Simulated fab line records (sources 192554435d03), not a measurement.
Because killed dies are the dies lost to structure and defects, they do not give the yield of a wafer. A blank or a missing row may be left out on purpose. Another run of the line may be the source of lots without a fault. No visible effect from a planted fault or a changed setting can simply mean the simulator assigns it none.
fab line records ; flow n5-finfet ; part 1 of 2: steps 1 to 23 of 29
[record] lots = 5; wafers = 15; last-day = 19
route steps=1938 shown BEOL_M11@1548
lots that met no fault: taken from a fault-free run of the same line
start-h: the number of hours between the record's first day and the start of the first shown wafer of the lot ; wait-h: time in hours since the lot's previous step ; " as in the row above ; L1.1+2: a single row standing in for several wafers ; - no value, or no start given ; * or withheld: withheld ; < > ~ a bound
route shown NAME@n: names a module that has steps shown in the file, with the first one's number in the route ; usual: mean/standard deviation taken from wafers without a fault ; same: alike in all rows ; chamber/n: place in a boat ; sites: readings site by site ; _std_site: the values' standard deviation ; _edge_site: the outer-site mean with the inner-site mean subtracted ; radius-mm: how far each site lies from the wafer's centre ; mask NAME#n: copy n ; behind: tool/chamber where the wafer was last shaped ; hold: reason for holding the lot/hours on hold/outcome of the hold ; device: names the non-switching transistor (n, p or np) ; end of line: the same wafers' tests at the end of the route ; where a step has no rows: the recipe by itself ; killed: dies lost to structure and defects at the first sort, not the wafer's yield ; map: shows each die of a wafer: x if killed, . if not, _ if none is there
set.NAME: the setting as run; set.NAME@STEP: as run at that earlier step ; model.NAME: the simulator's own value behind a step, which no gauge read
lots at selected steps of the route; one table per step, one row per wafer
services: when a tool's chamber went out of use (start-h, in hours from the record's first day, below 0 if earlier), for how many hours, and the reason
[[steps]]
[step N5_BEOL_M11_DEVELOP_10]
[recipe] develop-time-s = 30; developer = TMAH; resist = CAR-ArF; rinse-liquid = diw; dry = air-spin; dev-temp-c = 23
[usual] developer-temp-C = 22.99/0.1
lot.wafer;tool;chamber;start-h;wait-h;developer-temp-C
L084.2;litho-track-01;0;-;-;23.00
L084.5;litho-track-01;0;-;-;23.10
L084.6;litho-track-01;0;-;-;23.02
L085.3;litho-track-02;0;-;-;22.96
L085.4;litho-track-02;0;-;-;23.03
L085.6;litho-track-02;0;-;-;22.90
L087.1;litho-track-01;0;-;-;22.84
L087.3;litho-track-01;0;-;-;23.08
L087.4;litho-track-01;0;-;-;23.01
L089.3;litho-track-02;0;-;-;22.91
L089.4;litho-track-02;0;-;-;22.93
L089.5;litho-track-02;0;-;-;23.00
L091.1;litho-track-04;0;-;-;23.03
L091.3;litho-track-04;0;-;-;23.02
L091.5;litho-track-04;0;-;-;23.06
[step N5_BEOL_M11_CD_MEAS_11]
[recipe] target-cd-nm = 64.1; landing-energy-ev = 500; detector = se-inlens; polarity = opening
[usual] cd-nm = 64.1/0.46
lot.wafer;tool;chamber;start-h;wait-h;cd-nm
L084.2;cd-sem-01;0;323.59;-;64.3
L084.5;cd-sem-01;0;323.59;-;63.6
L084.6;cd-sem-01;0;323.59;-;64.5
L085.3;cd-sem-02;0;341.12;-;64.8
L085.4;cd-sem-02;0;341.12;-;64.4
L085.6;cd-sem-02;0;341.12;-;64.5
L087.1;cd-sem-01;0;347.13;-;64.1
L087.3;cd-sem-01;0;347.13;-;64.5
L087.4;cd-sem-01;0;347.13;-;64.1
L089.3;cd-sem-02;0;378.67;-;64.1
L089.4;cd-sem-02;0;378.67;-;64.2
L089.5;cd-sem-02;0;378.67;-;63.9
L091.1;cd-sem-02;0;406.23;-;64.3
L091.3;cd-sem-02;0;406.23;-;64.4
L091.5;cd-sem-02;0;406.23;-;64.5
[step N5_BEOL_M11_OVL_MEAS_12]
[recipe] points-per-wafer = 44
[usual] M11_OVL = 0.7/0.81
lot.wafer;tool;chamber;start-h;wait-h;M11_OVL[nm]
L084.2;overlay-02;0;323.62;0.0;1.3
L084.5;overlay-02;0;323.62;0.0;0.9
L084.6;overlay-02;0;323.62;0.0;1.6
L085.3;overlay-02;0;341.14;0.0;0.1
L085.4;overlay-02;0;341.14;0.0;-1.8
L085.6;overlay-02;0;341.14;0.0;-0.6
L087.1;overlay-02;0;347.16;0.0;-0.4
L087.3;overlay-02;0;347.16;0.0;0.0
L087.4;overlay-02;0;347.16;0.0;0.8
L089.3;overlay-01;0;378.70;0.0;0.8
L089.4;overlay-01;0;378.70;0.0;0.6
L089.5;overlay-01;0;378.70;0.0;0.1
L091.1;overlay-01;0;406.26;0.0;0.9
L091.3;overlay-01;0;406.26;0.0;1.3
L091.5;overlay-01;0;406.26;0.0;1.1
[step N5_BEOL_M11_INSPECT_13]
[recipe] mode = adi; inspect-instrument = brightfield
[usual] raw-defect-count = 415/98
lot.wafer;tool;chamber;start-h;wait-h;raw-defect-count
L084.2;defect-inspect-02;-;323.65;0.0;333
L084.5;defect-inspect-02;-;323.65;0.0;449
L084.6;defect-inspect-02;-;323.65;0.0;404
L085.3;defect-inspect-01;-;341.17;0.0;348
L085.4;defect-inspect-01;-;341.17;0.0;352
L085.6;defect-inspect-01;-;341.17;0.0;302
L087.1;defect-inspect-02;-;347.19;0.0;464
L087.3;defect-inspect-02;-;347.19;0.0;326
L087.4;defect-inspect-02;-;347.19;0.0;455
L089.3;defect-inspect-02;-;378.72;0.0;480
L089.4;defect-inspect-02;-;378.72;0.0;767
L089.5;defect-inspect-02;-;378.72;0.0;688
L091.1;defect-inspect-02;-;406.29;0.0;501
L091.3;defect-inspect-02;-;406.29;0.0;448
L091.5;defect-inspect-02;-;406.29;0.0;675
[step N5_BEOL_M11_DESCUM_16]
[recipe] chemistry = O2; time-s = 7.9; source-power-w = 50; bias-power-w = 20; pressure-mtorr = 20; rf-frequency-hz = 2.712e+07; temp-c = 40; resist = CAR-ArF; o2-flow-sccm = 225
[usual] drypump-motor-current-A = 5.4/0.46; oes-product-au = 0.78/0.097; rf-vpp-V = 243.9/1.2; showerhead-plenum-p-Torr = 2.14/0.051; throttle-valve-pct = 20.42/0.19
lot.wafer;tool;chamber;start-h;wait-h;drypump-motor-current-A;oes-product-au;rf-hours-counter-h;rf-vpp-V;showerhead-plenum-p-Torr;throttle-valve-pct
L084.2;rie-diel-01;2;323.68;0.0;5.0;0.72;194;242.5;2.09;20.70
L084.5;rie-diel-01;0;323.68;0.0;5.5;0.71;-;245.4;2.17;20.31
L084.6;rie-diel-01;1;323.68;0.0;5.7;0.92;-;242.7;2.14;20.40
L085.3;rie-diel-01;1;341.20;0.0;5.8;0.91;21;243.1;2.14;20.40
L085.4;rie-diel-01;3;341.20;0.0;4.6;0.70;217;244.0;2.15;20.32
L085.6;rie-diel-01;3;341.20;0.0;4.6;0.71;-;244.5;2.15;20.32
L087.1;rie-diel-04;1;347.22;0.0;6.1;0.91;26;245.0;2.23;20.21
L087.3;rie-diel-04;0;347.22;0.0;6.1;0.90;42;244.0;2.13;20.46
L087.4;rie-diel-04;2;347.22;0.0;5.5;0.69;246;243.5;2.05;20.57
L089.3;rie-diel-02;3;378.76;0.0;5.5;0.76;133;244.2;2.18;20.21
L089.4;rie-diel-02;3;378.76;0.0;5.5;0.77;-;245.4;2.18;20.23
L089.5;rie-diel-02;2;378.76;0.0;4.8;0.78;-;245.6;2.19;20.92
L091.1;rie-diel-01;0;406.32;0.0;5.5;0.70;212;244.1;2.16;20.35
L091.3;rie-diel-01;3;406.32;0.0;4.6;0.70;226;244.0;2.15;20.31
L091.5;rie-diel-01;3;406.32;0.0;4.7;0.70;-;242.8;2.15;20.34
[step N5_BEOL_M11_ETCH_61]
[recipe] chemistry = CF4; target = SiARC; target-depth-a = 390; mask-material = CAR-ArF; time-s = 65; ion-energy-ev = 80; pressure-mtorr = 40; source-w = 545; bias-w = 36; Ar_flow_sccm = 100; cf4-flow-sccm = 100; ends = cleared
[usual] cf4-flow-sccm = 100.1/0.33; drypump-motor-current-A = 5.4/0.46; etch-rf-on-time-s = 65.0/0.97; oes-product-au = 0.67/0.081; rf-vpp-V = 184.7/1; showerhead-plenum-p-Torr = 2.19/0.051; throttle-valve-pct = 15.60/0.18
lot.wafer;tool;chamber;start-h;wait-h;cf4-flow-sccm;drypump-motor-current-A;etch-rf-on-time-s;oes-product-au;rf-hours-counter-h;rf-vpp-V;showerhead-plenum-p-Torr;throttle-valve-pct
L084.2;rie-diel-01;2;323.72;0.0;100.2;5.0;64.4;0.62;194;184.2;2.13;15.84
L084.5;rie-diel-01;0;323.72;0.0;99.9;5.5;64.5;0.62;-;184.6;2.22;15.51
L084.6;rie-diel-01;1;323.72;0.0;99.9;5.8;63.4;0.79;-;185.0;2.19;15.53
L085.3;rie-diel-01;1;341.24;0.0;100.8;5.8;64.7;0.78;21;185.4;2.19;15.53
L085.4;rie-diel-01;3;341.24;0.0;100.4;4.6;66.2;0.59;217;186.3;2.21;15.59
L085.6;rie-diel-01;3;341.24;0.0;99.9;4.6;66.2;0.60;-;185.3;2.21;15.60
L087.1;rie-diel-04;1;347.26;0.0;99.1;6.1;64.8;0.77;26;185.2;2.27;15.35
L087.3;rie-diel-04;0;347.26;0.0;99.8;6.1;65.1;0.76;42;183.2;2.17;15.55
L087.4;rie-diel-04;2;347.26;0.0;99.8;5.5;66.9;0.58;246;184.2;2.11;15.81
L089.3;rie-diel-02;3;378.79;0.0;100.1;5.5;64.9;0.65;133;186.7;2.23;15.45
L089.4;rie-diel-02;3;378.79;0.0;100.0;5.5;64.6;0.66;-;185.4;2.23;15.47
L089.5;rie-diel-02;2;378.79;0.0;100.4;4.8;64.1;0.68;-;186.9;2.23;16.02
L091.1;rie-diel-01;0;406.36;0.0;100.5;5.5;65.8;0.60;212;184.5;2.21;15.56
L091.3;rie-diel-01;3;406.36;0.0;100.2;4.7;67.6;0.58;226;185.4;2.20;15.63
L091.5;rie-diel-01;3;406.36;0.0;99.6;4.6;67.0;0.59;-;185.8;2.20;15.62
[step N5_BEOL_M11_ETCH_62]
[recipe] chemistry = N2/H2; target = SOC; target-depth-a = 1100; overetch-a = 220; mask-material = SiARC; temp-c = 40; time-s = 165; ion-energy-ev = 200; pressure-mtorr = 30; source-w = 840; bias-w = 150; n2-flow-sccm = 200; h2-flow-sccm = 200
[usual] drypump-motor-current-A = 5.4/0.46; oes-product-au = 0.67/0.078; rf-vpp-V = 525.5/2; showerhead-plenum-p-Torr = 2.60/0.065; throttle-valve-pct = 17.82/0.21
lot.wafer;tool;chamber;start-h;wait-h;drypump-motor-current-A;oes-product-au;rf-hours-counter-h;rf-vpp-V;showerhead-plenum-p-Torr;throttle-valve-pct
L084.2;rie-diel-01;2;323.77;0.0;5.0;0.62;194;523.6;2.52;18.01
L084.5;rie-diel-01;0;323.77;0.0;5.5;0.61;-;527.0;2.63;17.73
L084.6;rie-diel-01;1;323.77;0.0;5.7;0.78;-;527.1;2.60;17.86
L085.3;rie-diel-01;1;341.29;0.0;5.8;0.77;21;525.6;2.60;17.87
L085.4;rie-diel-01;3;341.29;0.0;4.6;0.60;217;527.0;2.62;17.74
L085.6;rie-diel-01;3;341.29;0.0;4.7;0.60;-;527.6;2.62;17.73
L087.1;rie-diel-04;1;347.31;0.0;6.1;0.76;26;527.4;2.71;17.54
L087.3;rie-diel-04;0;347.31;0.0;6.1;0.76;42;524.8;2.59;17.83
L087.4;rie-diel-04;2;347.31;0.0;5.5;0.58;246;524.2;2.50;18.01
L089.3;rie-diel-02;3;378.84;0.0;5.5;0.65;133;528.0;2.66;17.61
L089.4;rie-diel-02;3;378.84;0.0;5.5;0.65;-;525.7;2.66;17.62
L089.5;rie-diel-02;2;378.84;0.0;4.8;0.66;-;526.9;2.66;18.42
L091.1;rie-diel-01;0;406.41;0.0;5.5;0.59;212;525.8;2.62;17.76
L091.3;rie-diel-01;3;406.41;0.0;4.6;0.60;227;526.0;2.62;17.75
L091.5;rie-diel-01;3;406.41;0.0;4.6;0.60;-;526.1;2.62;17.74
[step N5_BEOL_M11_STRIP_68]
[recipe] chemistry = N2/H2; temp-c = 40; n2-flow-sccm = 200; h2-flow-sccm = 200; rf-frequency-hz = 6e+07
lot.wafer;tool;chamber;start-h;wait-h
L084.2+5+6;rie-diel-01;2,0,1;323.90;0.1
L085.3+4+6;rie-diel-01;1,3,3;341.42;0.1
L087.1+3+4;rie-diel-04;1,0,2;347.44;0.1
L089.3+4+5;rie-diel-02;3,3,2;378.98;0.1
L091.1+3+5;rie-diel-01;0,3,3;406.54;0.1
[step N5_BEOL_M11_STRIP_67]
[recipe] chemistry = CF4; resist = SiARC; power-w = 300; bias-power-w = 75; pressure-mtorr = 50; cf4-flow-sccm = 150; rf-frequency-hz = 6e+07
[usual] cf4-flow-sccm = 150.0/0.44; drypump-motor-current-A = 5.4/0.46; oes-product-au = 0.78/0.092; rf-vpp-V = 271.9/1.2; showerhead-plenum-p-Torr = 1.83/0.042; throttle-valve-pct = 13.58/0.2
lot.wafer;tool;chamber;start-h;wait-h;cf4-flow-sccm;drypump-motor-current-A;oes-product-au;rf-hours-counter-h;rf-vpp-V;showerhead-plenum-p-Torr;throttle-valve-pct
L084.2;rie-diel-01;2;323.91;0.0;149.8;5.0;0.72;194;270.2;1.79;13.84
L084.5;rie-diel-01;0;323.91;0.0;149.6;5.5;0.73;-;272.5;1.86;13.54
L084.6;rie-diel-01;1;323.91;0.0;150.0;5.8;0.92;-;271.8;1.84;13.46
L085.3;rie-diel-01;1;341.43;0.0;149.4;5.7;0.90;21;271.8;1.84;13.47
L085.4;rie-diel-01;3;341.43;0.0;150.4;4.6;0.71;217;271.7;1.85;13.62
L085.6;rie-diel-01;3;341.43;0.0;150.1;4.6;0.71;-;272.4;1.85;13.61
L087.1;rie-diel-04;1;347.45;0.0;149.1;6.1;0.90;26;273.0;1.90;13.31
L087.3;rie-diel-04;0;347.45;0.0;149.8;6.1;0.89;42;271.1;1.82;13.48
L087.4;rie-diel-04;2;347.45;0.0;150.9;5.5;0.69;246;270.1;1.76;13.83
L089.3;rie-diel-02;3;378.99;0.0;150.0;5.5;0.77;133;275.3;1.87;13.47
L089.4;rie-diel-02;3;378.99;0.0;149.8;5.5;0.76;-;273.0;1.87;13.46
L089.5;rie-diel-02;2;378.99;0.0;150.2;4.8;0.79;-;271.1;1.87;13.97
L091.1;rie-diel-01;0;406.55;0.0;150.0;5.5;0.71;212;272.2;1.86;13.60
L091.3;rie-diel-01;3;406.55;0.0;149.4;4.6;0.71;227;272.1;1.85;13.66
L091.5;rie-diel-01;3;406.55;0.0;149.5;4.6;0.70;-;272.7;1.85;13.65
[step N5_BEOL_M11_HM_OPEN_17]
[recipe] chemistry = Cl2/BCl3; target-depth-a = 200; overetch-a = 60; target = TiN; mask-material = SOC; ion-energy-ev = 150; pressure-mtorr = 10; icp-w = 1000; bias-w = 126; Cl2_flow_sccm = 53.25; bcl3-flow-sccm = 21.75; Ar_flow_sccm = 25
[usual] drypump-motor-current-A = 5.3/0.41; oes-product-au = 0.70/0.062; throttle-valve-pct = 22.00/0.14
lot.wafer;tool;chamber;start-h;wait-h;drypump-motor-current-A;oes-product-au;rf-hours-counter-h;throttle-valve-pct
L084.2;rie-metal-02;0;323.98;0.1;6.0;0.69;-;22.11
L084.5;rie-metal-02;0;323.98;0.1;6.0;0.69;-;22.12
L084.6;rie-metal-02;0;323.98;0.1;6.0;0.69;-;22.13
L085.3;rie-metal-02;1;341.50;0.1;5.0;0.86;-;21.83
L085.4;rie-metal-02;0;341.50;0.1;6.1;0.68;-;22.11
L085.6;rie-metal-02;0;341.50;0.1;6.1;0.68;-;22.12
L087.1;rie-metal-03;1;347.49;0.0;5.4;0.64;52;22.29
L087.3;rie-metal-03;0;347.49;0.0;5.9;0.79;-;21.74
L087.4;rie-metal-03;1;347.49;0.0;5.4;0.64;-;22.28
L089.3;rie-metal-01;1;379.06;0.1;5.0;0.72;-;21.98
L089.4;rie-metal-01;0;379.06;0.1;5.0;0.66;-;22.05
L089.5;rie-metal-01;1;379.06;0.1;5.0;0.72;-;21.97
L091.1;rie-metal-01;1;406.59;0.0;5.0;0.72;18;21.99
L091.3;rie-metal-01;1;406.59;0.0;5.0;0.71;-;21.97
L091.5;rie-metal-01;1;406.59;0.0;5.0;0.72;-;21.97
[step N5_BEOL_M11_STRIP_19]
[recipe] chemistry = O2; power-w = 400; temp-c = 40; pressure-mtorr = 30; rf-frequency-hz = 6e+07; bias-power-w = 0; overash-fraction = 0.2; o2-flow-sccm = 225
[usual] drypump-motor-current-A = 5.4/0.45; oes-product-au = 0.78/0.089; rf-vpp-V = 3.6/0.59; showerhead-plenum-p-Torr = 2.15/0.047; throttle-valve-pct = 16.67/0.21
lot.wafer;tool;chamber;start-h;wait-h;drypump-motor-current-A;oes-product-au;rf-hours-counter-h;rf-vpp-V;showerhead-plenum-p-Torr;throttle-valve-pct
L084.2;rie-diel-04;3;324.35;0.3;5.7;0.72;185;3.3;2.09;16.68
L084.5;rie-diel-04;3;324.35;0.3;5.7;0.72;-;3.6;2.09;16.65
L084.6;rie-diel-04;2;324.35;0.3;5.5;0.68;-;3.3;2.06;16.84
L085.3;rie-diel-01;1;341.58;0.1;5.7;0.92;21;3.5;2.14;16.60
L085.4;rie-diel-01;3;341.58;0.1;4.6;0.71;217;3.4;2.15;16.60
L085.6;rie-diel-01;1;341.58;0.1;5.8;0.92;-;4.4;2.14;16.58
L087.1;rie-diel-01;2;347.61;0.1;4.9;0.72;201;3.7;2.09;16.95
L087.3;rie-diel-01;0;347.61;0.1;5.5;0.71;195;4.1;2.17;16.58
L087.4;rie-diel-01;0;347.61;0.1;5.5;0.71;-;3.0;2.17;16.59
L089.3;rie-diel-02;3;379.14;0.1;5.5;0.75;133;3.9;2.18;16.47
L089.4;rie-diel-02;2;379.14;0.1;4.8;0.77;-;3.9;2.19;17.10
L089.5;rie-diel-02;3;379.14;0.1;5.5;0.76;-;3.6;2.18;16.50
L091.1;rie-diel-02;3;406.70;0.1;5.5;0.75;142;4.0;2.18;16.51
L091.3;rie-diel-02;0;406.70;0.1;5.0;0.95;8;2.6;2.14;16.44
L091.5;rie-diel-02;1;406.70;0.1;5.0;0.71;-;3.1;2.17;16.59
[step N5_BEOL_M11_CD_MEAS_18]
[recipe] pitch-nm = 140; target-cd-nm = 70
[usual] cd-nm = 70.1/0.48
lot.wafer;tool;chamber;start-h;wait-h;cd-nm
L084.2;cd-sem-02;-;324.42;0.1;70.1
L084.5;cd-sem-02;-;324.42;0.1;69.9
L084.6;cd-sem-02;-;324.42;0.1;70.7
L085.3;cd-sem-01;-;341.66;0.1;71.6
L085.4;cd-sem-01;-;341.66;0.1;70.4
L085.6;cd-sem-01;-;341.66;0.1;70.6
L087.1;cd-sem-02;-;347.67;0.0;70.2
L087.3;cd-sem-02;-;347.67;0.0;70.4
L087.4;cd-sem-02;-;347.67;0.0;70.6
L089.3;cd-sem-03;-;379.21;0.1;70.0
L089.4;cd-sem-03;-;379.21;0.1;69.3
L089.5;cd-sem-03;-;379.21;0.1;70.0
L091.1;cd-sem-01;-;406.77;0.0;70.0
L091.3;cd-sem-01;-;406.77;0.0;70.0
L091.5;cd-sem-01;-;406.77;0.0;70.5
[step N5_BEOL_M11_COAT_63]
[recipe] resist = SOC; temp-c = 250; time-s = 60; spin-rpm = 1500; resist-thk-nm = 100
lot.wafer;tool;chamber;start-h;wait-h
L084.2+5+6;litho-track-04;0;325.02;0.6
L085.3+4+6;litho-track-02;0;342.75;1.1
L087.1+3+4;litho-track-02;0;350.11;2.4
L089.3+4+5;litho-track-01;0;379.25;0.0
L091.1+3+5;litho-track-02;0;409.32;2.5
[step N5_BEOL_M11_COAT_64]
[recipe] resist = SiARC; temp-c = 220; time-s = 60; spin-rpm = 1500; resist-thk-nm = 30
lot.wafer;tool;chamber;start-h;wait-h
L084.2+5+6;litho-track-04;0;-;-
L085.3+4+6;litho-track-02;0;-;-
L087.1+3+4;litho-track-02;0;-;-
L089.3+4+5;litho-track-01;0;-;-
L091.1+3+5;litho-track-02;0;-;-
[step N5_BEOL_M11_COAT_22]
[recipe] resist = CAR-ArF; spin-rpm = 1500; resist-thk-nm = 90
lot.wafer;tool;chamber;start-h;wait-h
L084.2+5+6;litho-track-04;0;-;-
L085.3+4+6;litho-track-02;0;-;-
L087.1+3+4;litho-track-02;0;-;-
L089.3+4+5;litho-track-01;0;-;-
L091.1+3+5;litho-track-02;0;-;-
[step N5_BEOL_M11_EBR_24]
[recipe] solvent = PGMEA; ebr-width-mm = 1.5
lot.wafer;tool;chamber;start-h;wait-h
L084.2+5+6;litho-track-04;0;-;-
L085.3+4+6;litho-track-02;0;-;-
L087.1+3+4;litho-track-02;0;-;-
L089.3+4+5;litho-track-01;0;-;-
L091.1+3+5;litho-track-02;0;-;-
[step N5_BEOL_M11_SOFTBAKE_23]
[recipe] temp-c = 110; time-s = 60; resist = CAR-ArF
lot.wafer;tool;chamber;start-h;wait-h
L084.2+5+6;litho-track-04;0;-;-
L085.3+4+6;litho-track-02;0;-;-
L087.1+3+4;litho-track-02;0;-;-
L089.3+4+5;litho-track-01;0;-;-
L091.1+3+5;litho-track-02;0;-;-
[step N5_BEOL_M11_EXPOSE_25]
[recipe] mask-id = V10; na = 1.35; source-shape = annular; sigma-inner = 0.5; sigma-outer = 0.8; polarization = unpolarized; dose-mj = 85.5
lot.wafer;tool;chamber;start-h;wait-h;mask
L084.2+5+6;arfi-scanner-03;0;325.27;-;V10#0
L085.3+4+6;arfi-scanner-03;0;342.88;-;V10#0
L087.1+3+4;arfi-scanner-03;0;350.35;-;V10#0
L089.3+4+5;arfi-scanner-03;0;379.50;-;V10#0
L091.1+3+5;arfi-scanner-03;0;409.57;-;V10#0
[step N5_BEOL_M11_PEB_26]
[recipe] peb-temp-c = withheld; peb-time-s = 60; resist = CAR-ArF
lot.wafer;tool;chamber;start-h;wait-h
L084.2+5+6;litho-track-02;0;325.33;0.1
L085.3+4+6;litho-track-01;0;342.93;0.0
L087.1+3+4;litho-track-02;0;350.42;0.1
L089.3+4+5;litho-track-01;0;379.56;0.0
L091.1+3+5;litho-track-02;0;409.63;0.1
[step N5_BEOL_M11_DEVELOP_27]
[recipe] develop-time-s = 30; developer = TMAH; resist = CAR-ArF; rinse-liquid = diw; dry = air-spin; dev-temp-c = 23
[usual] developer-temp-C = 23.00/0.1
lot.wafer;tool;chamber;start-h;wait-h;developer-temp-C
L084.2;litho-track-02;0;-;-;23.16
L084.5;litho-track-02;0;-;-;23.10
L084.6;litho-track-02;0;-;-;22.93
L085.3;litho-track-01;0;-;-;23.11
L085.4;litho-track-01;0;-;-;23.12
L085.6;litho-track-01;0;-;-;23.04
L087.1;litho-track-02;0;-;-;22.97
L087.3;litho-track-02;0;-;-;22.86
L087.4;litho-track-02;0;-;-;23.01
L089.3;litho-track-01;0;-;-;23.08
L089.4;litho-track-01;0;-;-;23.09
L089.5;litho-track-01;0;-;-;22.98
L091.1;litho-track-02;0;-;-;23.05
L091.3;litho-track-02;0;-;-;23.10
L091.5;litho-track-02;0;-;-;23.11
[step N5_BEOL_M11_CD_MEAS_28]
[recipe] target-cd-nm = 70; landing-energy-ev = 500; detector = se-inlens; polarity = opening
[usual] cd-nm = 70.2/0.68
lot.wafer;tool;chamber;start-h;wait-h;cd-nm
L084.2;cd-sem-03;0;325.40;-;71.2
L084.5;cd-sem-03;0;325.40;-;70.7
L084.6;cd-sem-03;0;325.40;-;71.3
L085.3;cd-sem-01;0;343.00;-;69.5
L085.4;cd-sem-01;0;343.00;-;69.5
L085.6;cd-sem-01;0;343.00;-;69.5
L087.1;cd-sem-02;0;350.49;-;70.8
L087.3;cd-sem-02;0;350.49;-;71.0
L087.4;cd-sem-02;0;350.49;-;70.0
L089.3;cd-sem-02;0;379.62;-;69.8
L089.4;cd-sem-02;0;379.62;-;69.7
L089.5;cd-sem-02;0;379.62;-;69.7
L091.1;cd-sem-02;0;409.70;-;69.6
L091.3;cd-sem-02;0;409.70;-;69.0
L091.5;cd-sem-02;0;409.70;-;69.0
[step N5_BEOL_M11_OVL_MEAS_29]
[recipe] points-per-wafer = 44
[usual] V10_OVL = -0.2/0.75
lot.wafer;tool;chamber;start-h;wait-h;V10_OVL[nm]
L084.2;overlay-02;0;325.43;0.0;0.0
L084.5;overlay-02;0;325.43;0.0;0.0
L084.6;overlay-02;0;325.43;0.0;0.3
L085.3;overlay-02;0;343.03;0.0;1.4
L085.4;overlay-02;0;343.03;0.0;0.0
L085.6;overlay-02;0;343.03;0.0;0.0
L087.1;overlay-02;0;350.52;0.0;-2.1
L087.3;overlay-02;0;350.52;0.0;-0.6
L087.4;overlay-02;0;350.52;0.0;-0.4
L089.3;overlay-01;0;379.65;0.0;0.0
L089.4;overlay-01;0;379.65;0.0;0.8
L089.5;overlay-01;0;379.65;0.0;0.7
L091.1;overlay-02;0;409.73;0.0;-0.5
L091.3;overlay-02;0;409.73;0.0;-2.0
L091.5;overlay-02;0;409.73;0.0;-0.8
[step N5_BEOL_M11_INSPECT_30]
[recipe] mode = adi; inspect-instrument = brightfield
[usual] raw-defect-count = 417/100
lot.wafer;tool;chamber;start-h;wait-h;raw-defect-count
L084.2;defect-inspect-01;-;325.45;0.0;288
L084.5;defect-inspect-01;-;325.45;0.0;413
L084.6;defect-inspect-01;-;325.45;0.0;343
L085.3;defect-inspect-02;-;343.05;0.0;442
L085.4;defect-inspect-02;-;343.05;0.0;431
L085.6;defect-inspect-02;-;343.05;0.0;324
L087.1;defect-inspect-02;-;350.54;0.0;469
L087.3;defect-inspect-02;-;350.54;0.0;339
L087.4;defect-inspect-02;-;350.54;0.0;458
L089.3;defect-inspect-02;-;379.68;0.0;483
L089.4;defect-inspect-02;-;379.68;0.0;796
L089.5;defect-inspect-02;-;379.68;0.0;670
L091.1;defect-inspect-01;-;409.75;0.0;434
L091.3;defect-inspect-01;-;409.75;0.0;395
L091.5;defect-inspect-01;-;409.75;0.0;597
